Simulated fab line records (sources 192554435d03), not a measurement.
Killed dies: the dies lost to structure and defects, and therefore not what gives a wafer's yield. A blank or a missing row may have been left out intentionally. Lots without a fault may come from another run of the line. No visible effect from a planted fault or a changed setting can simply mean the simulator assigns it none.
fab line records | flow n5-finfet | part 2 of 2: steps 26 to 32 of 32
[record] lots = 5 | wafers = 15 | last-day = 18
route steps=1938 shown BEOL_M4@1030
lots with no fault: from the same line, run without faults
start-h: hours from the record's opening day to when the first of the lot's shown wafers began | wait-h: time in hours since the lot's previous step | " identical to the entry in the row above | L1.1+2: one row covering several wafers at once | - no value, or no start was given | * or withheld: withheld | < > ~ a bound
route shown NAME@n: a module of which the file shows steps, and the number in the route of the first | usual: mean and standard deviation over wafers with no fault | same: alike in all rows | chamber/n: place in a boat | sites: each site's reading | _std_site: how widely they spread, as a standard deviation | _edge_site: the outer-site mean with the inner-site mean subtracted | radius-mm: for every site, how far away it sits from the centre of the wafer | mask NAME#n: copy n | behind: tool/chamber where the wafer was last shaped | hold: cause of the lot's hold/its duration in hours/its outcome | device: transistor that didn't switch, given as n, p or np | end of line: at the end of the route, the tests of the same wafers | a step without rows: its recipe alone | killed: dies lost to structure and defects at the first sort, not the wafer's yield | map: per-die view of a wafer (x killed, . not killed, _ where there is no die)
set.NAME: the setting as run; set.NAME@STEP: as run at that earlier step | model.NAME: the simulator's own value behind a step, which no gauge read
lots seen at some steps along the route; tables by step, rows by wafer
services: when a tool's chamber went out of use (start-h, in hours from the record's first day, below 0 if earlier), for how many hours, and the reason
[[steps]]
[step N5_BEOL_M4_DEVELOP_27]
[recipe] develop-time-s = 30 | developer = TMAH | resist = CAR-EUV | rinse-liquid = surfactant-rinse | dry = air-spin | dev-temp-c = 23
[same] develop-time-s = 30
lot.wafer  | tool           | chamber | start-h | wait-h
L076.2+4+5 | litho-track-04 | 0       | -       | -
L077.2+4+5 | litho-track-04 | 0       | -       | -
L088.2+3+6 | litho-track-05 | 0       | -       | -
L094.2+3+4 | litho-track-03 | 0       | -       | -
L097.4+5+6 | litho-track-05 | 0       | -       | -
[step N5_BEOL_M4_CD_MEAS_28]
[recipe] target-cd-nm = 26.2 | landing-energy-ev = 500 | detector = se-inlens | target-cd-y-nm = 24.1 | polarity = opening
[usual] cd-nm = 26.19/0.24
lot.wafer | tool      | chamber | start-h | wait-h | cd-nm
L076.2    | cd-sem-02 | 0       | 187.30  | -      | 26.34
L076.4    | "         | 0       | "       | "      | 26.22
L076.5    | "         | 0       | "       | "      | 26.17
L077.2    | cd-sem-02 | 0       | 187.92  | -      | 25.78
L077.4    | "         | 0       | "       | "      | 26.41
L077.5    | "         | 0       | "       | "      | 26.02
L088.2    | cd-sem-02 | 0       | 259.61  | -      | 26.05
L088.3    | "         | 0       | "       | "      | 26.02
L088.6    | "         | 0       | "       | "      | 26.56
L094.2    | cd-sem-01 | 0       | 294.18  | -      | 25.97
L094.3    | "         | 0       | "       | "      | 26.47
L094.4    | "         | 0       | "       | "      | 26.42
L097.4    | cd-sem-03 | 0       | 309.82  | -      | 26.65
L097.5    | "         | 0       | "       | "      | 26.10
L097.6    | "         | 0       | "       | "      | 26.11
[step N5_BEOL_M4_OVL_MEAS_29]
[recipe] points-per-wafer = 522
[usual] V3_OVL = -0.5/0.69
lot.wafer | tool       | chamber | start-h | wait-h | V3_OVL[nm]
L076.2    | overlay-02 | 0       | 187.34  | 0.0    | -0.2
L076.4    | "          | 0       | "       | "      | -1.0
L076.5    | "          | 0       | "       | "      | -0.9
L077.2    | overlay-01 | 0       | 187.96  | 0.0    | -1.1
L077.4    | "          | 0       | "       | "      | -2.0
L077.5    | "          | 0       | "       | "      | 0.0
L088.2    | overlay-01 | 0       | 259.64  | 0.0    | -0.6
L088.3    | "          | 0       | "       | "      | 0.0
L088.6    | "          | 0       | "       | "      | 0.6
L094.2    | overlay-02 | 0       | 294.22  | 0.0    | 0.0
L094.3    | "          | 0       | "       | "      | 0.8
L094.4    | "          | 0       | "       | "      | -0.5
L097.4    | overlay-02 | 0       | 309.86  | 0.0    | 0.2
L097.5    | "          | 0       | "       | "      | -0.8
L097.6    | "          | 0       | "       | "      | -0.8
[step N5_BEOL_M4_INSPECT_30]
[recipe] mode = adi | inspect-instrument = brightfield
[usual] raw-defect-count = 444/130
lot.wafer | tool              | chamber | start-h | wait-h | raw-defect-count
L076.2    | defect-inspect-02 | -       | 187.39  | 0.0    | 327
L076.4    | "                 | -       | "       | "      | 390
L076.5    | "                 | -       | "       | "      | 360
L077.2    | defect-inspect-01 | -       | 188.01  | 0.0    | 437
L077.4    | "                 | -       | "       | "      | 285
L077.5    | "                 | -       | "       | "      | 523
L088.2    | defect-inspect-02 | -       | 259.70  | 0.0    | 483
L088.3    | "                 | -       | "       | "      | 404
L088.6    | "                 | -       | "       | "      | 468
L094.2    | defect-inspect-01 | -       | 294.27  | 0.0    | 415
L094.3    | "                 | -       | "       | "      | 344
L094.4    | "                 | -       | "       | "      | 607
L097.4    | defect-inspect-02 | -       | 309.90  | 0.0    | 370
L097.5    | "                 | -       | "       | "      | 388
L097.6    | "                 | -       | "       | "      | 339
[step N5_BEOL_M4_DESCUM_33]
[recipe] chemistry = O2 | time-s = 7 | source-power-w = 50 | bias-power-w = 20 | pressure-mtorr = 20 | rf-frequency-hz = 2.712e+07 | temp-c = 40 | resist = CAR-EUV | o2-flow-sccm = 225
[usual] drypump-motor-current-A = 5.8/0.55 | oes-product-au = 0.82/0.096 | rf-vpp-V = 244.0/1.3 | showerhead-plenum-p-Torr = 2.16/0.06 | throttle-valve-pct = 20.34/0.25
lot.wafer | tool        | chamber | start-h | wait-h | drypump-motor-current-A | oes-product-au | rf-hours-counter-h | rf-vpp-V | showerhead-plenum-p-Torr | throttle-valve-pct
L076.2    | rie-diel-06 | 3       | 187.42  | 0.0    | 5.4                     | 0.95           | 5                  | 244.7    | 2.25                     | 20.42
L076.4    | "           | 1       | "       | "      | 6.6                     | 0.73           | 208                | 245.4    | 2.18                     | 20.59
L076.5    | "           | 3       | "       | "      | 5.4                     | 0.95           | -                  | 245.0    | 2.25                     | 20.42
L077.2    | rie-diel-03 | 2       | 188.04  | 0.0    | 5.0                     | 0.82           | 75                 | 242.4    | 2.14                     | 20.73
L077.4    | "           | 1       | "       | "      | 5.4                     | 0.71           | -                  | 244.6    | 2.17                     | 20.47
L077.5    | "           | 2       | "       | "      | 5.0                     | 0.84           | -                  | 242.8    | 2.14                     | 20.75
L088.2    | rie-diel-01 | 2       | 259.73  | 0.0    | 5.2                     | 0.81           | 89                 | 245.6    | 2.18                     | 20.13
L088.3    | "           | 0       | "       | "      | 6.3                     | 0.74           | 148                | 245.5    | 2.18                     | 20.29
L088.6    | "           | 2       | "       | "      | 5.2                     | 0.80           | -                  | 245.2    | 2.18                     | 20.12
L094.2    | rie-diel-06 | 3       | 294.31  | 0.0    | 5.3                     | 0.88           | 34                 | 244.7    | 2.24                     | 20.45
L094.3    | "           | 1       | "       | "      | 6.6                     | 0.69           | 243                | 242.6    | 2.17                     | 20.61
L094.4    | "           | 1       | "       | "      | 6.6                     | 0.70           | -                  | 243.2    | 2.17                     | 20.61
L097.4    | rie-diel-06 | 1       | 309.95  | 0.0    | 6.6                     | 0.69           | -                  | 244.4    | 2.16                     | 20.62
L097.5    | "           | 3       | "       | "      | 5.4                     | 0.87           | -                  | 246.5    | 2.24                     | 20.48
L097.6    | "           | 0       | "       | "      | 5.7                     | 0.98           | -                  | 244.4    | 2.15                     | 20.17
[step N5_BEOL_M4_ETCH_77]
[recipe] chemistry = N2/H2 | target = underlayer | target-depth-a = 65 | mask-material = CAR-EUV | time-s = 5.2 | ion-energy-ev = 200 | pressure-mtorr = 30 | source-w = 840 | bias-w = 150 | n2-flow-sccm = 200 | h2-flow-sccm = 200 | ends = cleared
[usual] drypump-motor-current-A = 5.9/0.55 | etch-rf-on-time-s = 5.15/0.15 | oes-product-au = 0.70/0.082 | rf-vpp-V = 525.9/2.2 | showerhead-plenum-p-Torr = 2.62/0.072 | throttle-valve-pct = 17.73/0.24
lot.wafer | tool        | chamber | start-h | wait-h | drypump-motor-current-A | etch-rf-on-time-s | oes-product-au | rf-hours-counter-h | rf-vpp-V | showerhead-plenum-p-Torr | throttle-valve-pct
L076.2    | rie-diel-06 | 3       | 187.46  | 0.0    | 5.4                     | 5.40              | 0.81           | 5                  | 529.2    | 2.70                     | 17.60
L076.4    | "           | 1       | "       | "      | 6.6                     | 5.25              | 0.61           | 208                | 526.6    | 2.62                     | 17.79
L076.5    | "           | 3       | "       | "      | 5.4                     | 5.38              | 0.81           | -                  | 529.1    | 2.70                     | 17.60
L077.2    | rie-diel-03 | 2       | 188.08  | 0.0    | 5.0                     | 5.13              | 0.70           | 75                 | 525.9    | 2.59                     | 18.21
L077.4    | "           | 1       | "       | "      | 5.5                     | 4.96              | 0.62           | -                  | 525.5    | 2.63                     | 17.93
L077.5    | "           | 2       | "       | "      | 5.0                     | 5.04              | 0.71           | -                  | 524.5    | 2.59                     | 18.23
L088.2    | rie-diel-01 | 2       | 259.76  | 0.0    | 5.2                     | 4.98              | 0.70           | 89                 | 528.0    | 2.70                     | 17.78
L088.3    | "           | 0       | "       | "      | 6.3                     | 5.41              | 0.61           | 148                | 526.8    | 2.65                     | 17.65
L088.6    | "           | 2       | "       | "      | 5.2                     | 5.05              | 0.70           | -                  | 528.8    | 2.70                     | 17.83
L094.2    | rie-diel-06 | 3       | 294.34  | 0.0    | 5.4                     | 5.36              | 0.75           | 34                 | 526.0    | 2.69                     | 17.62
L094.3    | "           | 1       | "       | "      | 6.6                     | 5.13              | 0.59           | 243                | 525.0    | 2.60                     | 17.84
L094.4    | "           | 1       | "       | "      | 6.6                     | 5.13              | 0.59           | -                  | 525.9    | 2.60                     | 17.85
L097.4    | rie-diel-06 | 1       | 309.98  | 0.0    | 6.6                     | 5.17              | 0.59           | -                  | 524.6    | 2.60                     | 17.86
L097.5    | "           | 3       | "       | "      | 5.4                     | 5.31              | 0.73           | -                  | 528.6    | 2.69                     | 17.64
L097.6    | "           | 0       | "       | "      | 5.7                     | 5.30              | 0.83           | -                  | 526.0    | 2.60                     | 17.53
[step N5_BEOL_M4_ETCH_69]
[recipe] chemistry = CF4 | target = SiARC | target-depth-a = 156 | mask-material = CAR-EUV | time-s = 26 | ion-energy-ev = 80 | pressure-mtorr = 40 | source-w = 545 | bias-w = 36 | Ar_flow_sccm = 100 | cf4-flow-sccm = 100 | ends = cleared
[usual] drypump-motor-current-A = 5.8/0.55 | etch-rf-on-time-s = 25.8/0.64 | oes-product-au = 0.70/0.082 | rf-vpp-V = 184.6/1.1 | showerhead-plenum-p-Torr = 2.20/0.06 | throttle-valve-pct = 15.51/0.19
lot.wafer | tool        | chamber | start-h | wait-h | drypump-motor-current-A | etch-rf-on-time-s | oes-product-au | rf-hours-counter-h | rf-vpp-V | showerhead-plenum-p-Torr | throttle-valve-pct
L076.2    | rie-diel-06 | 3       | 187.47  | 0.0    | 5.4                     | 26.6              | 0.81           | 5                  | 185.5    | 2.27                     | 15.38
L076.4    | "           | 1       | "       | "      | 6.6                     | 26.2              | 0.62           | 208                | 184.2    | 2.20                     | 15.63
L076.5    | "           | 3       | "       | "      | 5.4                     | 26.4              | 0.81           | -                  | 185.5    | 2.27                     | 15.39
L077.2    | rie-diel-03 | 2       | 188.10  | 0.0    | 5.0                     | 24.9              | 0.71           | 75                 | 186.0    | 2.18                     | 15.81
L077.4    | "           | 1       | "       | "      | 5.5                     | 24.8              | 0.62           | -                  | 186.4    | 2.21                     | 15.68
L077.5    | "           | 2       | "       | "      | 5.0                     | 25.2              | 0.71           | -                  | 183.8    | 2.18                     | 15.80
L088.2    | rie-diel-01 | 2       | 259.78  | 0.0    | 5.2                     | 25.2              | 0.70           | 89                 | 185.6    | 2.25                     | 15.45
L088.3    | "           | 0       | "       | "      | 6.3                     | 26.6              | 0.63           | 148                | 185.6    | 2.22                     | 15.52
L088.6    | "           | 2       | "       | "      | 5.3                     | 25.1              | 0.70           | -                  | 185.4    | 2.25                     | 15.45
L094.2    | rie-diel-06 | 3       | 294.36  | 0.0    | 5.4                     | 26.6              | 0.75           | 34                 | 185.0    | 2.26                     | 15.45
L094.3    | "           | 1       | "       | "      | 6.6                     | 26.0              | 0.59           | 243                | 185.8    | 2.19                     | 15.72
L094.4    | "           | 1       | "       | "      | 6.6                     | 26.1              | 0.59           | -                  | 183.7    | 2.19                     | 15.69
L097.4    | rie-diel-06 | 1       | 310.02  | 0.0    | 6.6                     | 26.2              | 0.58           | -                  | 185.0    | 2.18                     | 15.74
L097.5    | "           | 3       | "       | "      | 5.4                     | 26.8              | 0.74           | -                  | 184.7    | 2.26                     | 15.47
L097.6    | "           | 0       | "       | "      | 5.7                     | 26.9              | 0.83           | -                  | 183.9    | 2.20                     | 15.25
[[services]]
tool           | chamber | start-h | hours | kind
rie-diel-06    | 2       | 169.03  | 5.1   | repair
rie-diel-01    | 3       | 172.08  | 16.0  | repair
euv-scanner-02 | -       | 172.63  | 4.6   | pm
rie-diel-01    | 1       | 175.77  | 9.0   | repair
rie-diel-06    | -       | 183.10  | 0.2   | repair
rie-diel-03    | 3       | 184.82  | 4.3   | repair
euv-scanner-02 | -       | 186.91  | 1.0   | pm
euv-scanner-01 | -       | 194.45  | 4.6   | pm
euv-scanner-01 | -       | 206.52  | 1.0   | pm
euv-scanner-02 | -       | 218.88  | 12.0  | pm
rie-diel-06    | -       | 233.19  | 15.6  | pm
euv-scanner-02 | -       | 235.60  | 11.7  | repair
euv-scanner-02 | -       | 247.34  | 1.0   | pm
euv-scanner-02 | -       | 248.39  | 0.3   | repair
rie-diel-06    | 3       | 251.02  | 9.4   | repair
rie-diel-03    | 3       | 259.60  | 4.2   | repair
euv-scanner-01 | -       | 262.67  | 1.0   | pm
rie-diel-06    | 0       | 263.94  | 4.2   | repair
rie-diel-06    | -       | 277.23  | 4.3   | pm
rie-diel-01    | 0       | 287.50  | 1.8   | repair
euv-scanner-02 | -       | 299.21  | 1.0   | pm
euv-scanner-02 | -       | 302.74  | 12.2  | repair
rie-diel-03    | 0       | 303.24  | 7.5   | repair
rie-diel-06    | 2       | 309.91  | 2.8   | repair
